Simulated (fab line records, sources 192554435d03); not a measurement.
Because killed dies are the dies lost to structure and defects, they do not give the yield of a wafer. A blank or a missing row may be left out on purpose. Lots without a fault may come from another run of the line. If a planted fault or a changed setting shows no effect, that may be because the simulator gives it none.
Chamber matching    flow n5Finfet    N5_BEOL_M15_DESCUM_15 on rieDiel-05: 4 sister chambers
The step chemistry O2, time 7.9 s. 14 wafers are shown with their chamber, then 7 later ones without.

## EACH WAFER AND ITS CHAMBER
wafer   chamber  drypumpMotorCurrentA (A)  showerheadPlenumPTorr (Torr)  oesProductAu (a.u.)
L081.1  3        5.98                      2.12                          0.80
L081.4  2        5.33                      2.04                          0.71
L081.6  3        5.99                      2.12                          0.79
L079.1  3        5.95                      2.12                          0.79
L079.3  2        5.33                      2.04                          0.71
L079.6  2        5.32                      2.04                          0.71
L083.2  0        5.51                      2.10                          0.89
L083.3  2        5.33                      2.03                          0.70
L083.4  3        5.96                      2.12                          0.78
L086.1  2        5.34                      2.03                          0.71
L086.3  1        5.78                      2.17                          0.71
L086.5  0        5.50                      2.10                          0.89
L088.1  2        5.32                      2.03                          0.70
L088.3  0        5.51                      2.09                          0.88

SIGNATURES, as means of the wafers listed above
reading                chamber 0  chamber 1  chamber 2  chamber 3  scatter within a chamber
drypumpMotorCurrentA   5.5067     5.7800     5.3283     5.9700     0.0116
showerheadPlenumPTorr  2.0967     2.1700     2.0350     2.1200     0.00465
oesProductAu           0.8867     0.7100     0.7067     0.7900     0.00632
Rule: distance of a wafer from a chamber = root of the sum over the readings of ((wafer's reading minus chamber's mean) / reading's scatter) squared. The wafer belongs to the nearest chamber; if the next one is less than 2 further off, it can't be placed. The scatter is the square root of a quotient: the sum, over the shown wafers, of each reading's squared deviation from its chamber's mean, divided by wafers minus chambers.

## WAFERS WITHOUT THEIR CHAMBER
wafer   drypumpMotorCurrentA (A)  showerheadPlenumPTorr (Torr)  oesProductAu (a.u.)
L088.4  5.32                      2.03                          0.70
L093.1  5.94                      2.11                          0.76
L093.2  5.77                      2.16                          0.69
L093.5  5.77                      2.16                          0.69
L095.4  5.76                      2.16                          0.69
L095.5  5.76                      2.16                          0.69
L095.6  5.51                      2.09                          0.86

## THE CHAMBER EACH PASSED THROUGH
wafer   from the rows above  in truth
L088.4  2                    2
L093.1  3                    3
L093.2  1                    1
L093.5  1                    1
L095.4  1                    1
L095.5  1                    1
L095.6  0                    0
Correctly placed: 7 of 7. Left unplaced by these rows: 0. Number placed wrongly: 0.
